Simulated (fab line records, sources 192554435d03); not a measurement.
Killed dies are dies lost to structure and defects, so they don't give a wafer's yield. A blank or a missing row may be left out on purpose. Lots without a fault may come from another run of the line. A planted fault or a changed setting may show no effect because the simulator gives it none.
Split-lot experiment | flow n5_finfet | 7 lots, 21 wafers read, on a route of 1938 steps

THE SPLIT
At N5_BEOL_M8_EXPOSE_08 (exposes mask M8), the setting dose_mj was moved away from the recipe's 68.25 on 5 of the 21 wafers read, by -6.3% to +3.2%. The other wafers ran this setting at the recipe's value.

FROM THE SPLIT TO THE READING: what the file shows between them, 18 steps
- N5_BEOL_M8_PEB_09: peb time 60 s
- N5_BEOL_M8_DEVELOP_10: develop time 30 s
- N5_BEOL_M8_CD_MEAS_11: target cd 38.5 nm
- N5_BEOL_M8_DESCUM_16: chemistry O2, time 7.9 s
- N5_BEOL_M8_ETCH_61: etches SiARC in CF4, target depth 45.5 nm, time 75.8 s
- N5_BEOL_M8_ETCH_62: etches SOC in N2/H2, target depth 110 nm, overetch 22 nm, time 165 s
- N5_BEOL_M8_STRIP_68: strips in N2/H2
- N5_BEOL_M8_STRIP_67: strips in CF4
- N5_BEOL_M8_HM_OPEN_17: chemistry Cl2/BCl3, target TiN, target depth 20 nm, overetch 6 nm
- N5_BEOL_M8_STRIP_19: strips in O2
- N5_BEOL_M8_CD_MEAS_18: pitch 80 nm, target cd 40 nm
- N5_BEOL_M8_COAT_63: time 60 s, resist thk 60 nm
- N5_BEOL_M8_COAT_64: time 60 s, resist thk 12 nm
- N5_BEOL_M8_STRIP_80: strips in N2/H2, time 10 s
- N5_BEOL_M8_HM_STRIP_39: strips TiN in peroxide tin strip, target depth 25 nm, time 158 s
- N5_BEOL_M8_SRD_40: time 30 s
- N5_BEOL_M8_PRECLEAN_42: cleans in residue remover, time 60 s
- N5_BEOL_M8_SRD_43: time 30 s

THE READING
cd_nm, in nm, at N5_BEOL_M8_CD_MEAS_35 (target cd 40 nm). Fault-free wafers of this fab line usually give 40.2 nm, standard deviation 0.75 nm.

wafer  | tool, chamber at the split | dose_mj as run | against the recipe | cd_nm, nm | against lot-mates on the recipe
L083.1 | arfi_scanner-03, 0         | 64.51          | -5.5%              | 38.6      | -2.0
L083.3 | arfi_scanner-03, 0         | 64.51          | -5.5%              | 37.7      | -2.9
L083.4 | arfi_scanner-03, 0         | 68.25          | recipe             | 40.6      | -
L082.1 | arfi_scanner-02, 0         | 68.25          | recipe             | 40.7      | -
L082.4 | arfi_scanner-02, 0         | 68.25          | recipe             | 40.2      | -
L082.5 | arfi_scanner-02, 0         | 68.25          | recipe             | 39.8      | -
L084.1 | arfi_scanner-01, 0         | 68.25          | recipe             | 40.1      | -
L084.2 | arfi_scanner-01, 0         | 68.25          | recipe             | 40.8      | -
L084.6 | arfi_scanner-01, 0         | 68.25          | recipe             | 41.0      | -
L085.1 | arfi_scanner-03, 0         | 68.25          | recipe             | 39.6      | -
L085.2 | arfi_scanner-03, 0         | 68.25          | recipe             | 40.3      | -
L085.4 | arfi_scanner-03, 0         | 68.25          | recipe             | 40.3      | -
L087.1 | arfi_scanner-01, 0         | 70.4           | +3.2%              | 41.4      | +2.2
L087.2 | arfi_scanner-01, 0         | 68.25          | recipe             | 39.0      | -
L087.5 | arfi_scanner-01, 0         | 68.25          | recipe             | 39.4      | -
L095.1 | arfi_scanner-03, 0         | 68.25          | recipe             | 41.8      | -
L095.3 | arfi_scanner-03, 0         | 63.97          | -6.3%              | 37.4      | -4.4
L095.6 | arfi_scanner-03, 0         | 63.97          | -6.3%              | 36.3      | -5.5
L097.1 | arfi_scanner-03, 0         | 68.25          | recipe             | 40.2      | -
L097.2 | arfi_scanner-03, 0         | 68.25          | recipe             | 40.1      | -
L097.4 | arfi_scanner-03, 0         | 68.25          | recipe             | 40.1      | -

THE FIT
A straight line over all 21 wafers: cd_nm changes by +0.463 nm for each +1% of dose_mj; r = +0.87; the points scatter about the line by 0.67 nm.
The same after taking each lot's own level away (the mean of its wafers on the recipe; 21 wafers): +0.649 nm for each +1%; r = +0.95; scatter 0.57 nm.
On that fit, the largest move of dose_mj shifts the reading by 4.1 nm.
The lots' own levels span 39.20 to 41.80 nm, that is 3.5 times the standard deviation above.
So the lot-to-lot level changes the slope: the two fits differ.
Check: with one of the wafers moved furthest among these (-6.3%) left out of the fit, the line predicts -3.91 nm for it against its lot-mates. It came out at -4.4 nm against them.

THE WHOLE CHAIN: every reading that the file lists as answering this split, in the file's order
step                  | what it does                                                         | reading                                                               | change (the file's fit)               | r (the file's)
N5_BEOL_M8_CD_MEAS_11 | target cd 38.5 nm                                                    | cd_nm                                                                 | +0.541 nm for each +1% of the setting | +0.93
N5_BEOL_M8_ETCH_61    | etches SiARC in CF4, target depth 45.5 nm, time 75.8 s               | BEOL_M8.cd_offset_nm (the simulator's own value, which no gauge read) | +0.622 nm for each +1% of the setting | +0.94
N5_BEOL_M8_ETCH_62    | etches SOC in N2/H2, target depth 110 nm, overetch 22 nm, time 165 s | BEOL_M8.cd_offset_nm (the simulator's own value, which no gauge read) | +0.651 nm for each +1% of the setting | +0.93
N5_BEOL_M8_CD_MEAS_18 | pitch 80 nm, target cd 40 nm                                         | cd_nm                                                                 | +0.662 nm for each +1% of the setting | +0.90
N5_BEOL_M8_CD_MEAS_35 | target cd 40 nm                                                      | cd_nm                                                                 | +0.645 nm for each +1% of the setting | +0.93

THE FILE'S OWN FIT
cd_nm changes by +0.645 nm for each +1% of dose_mj, r = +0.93.
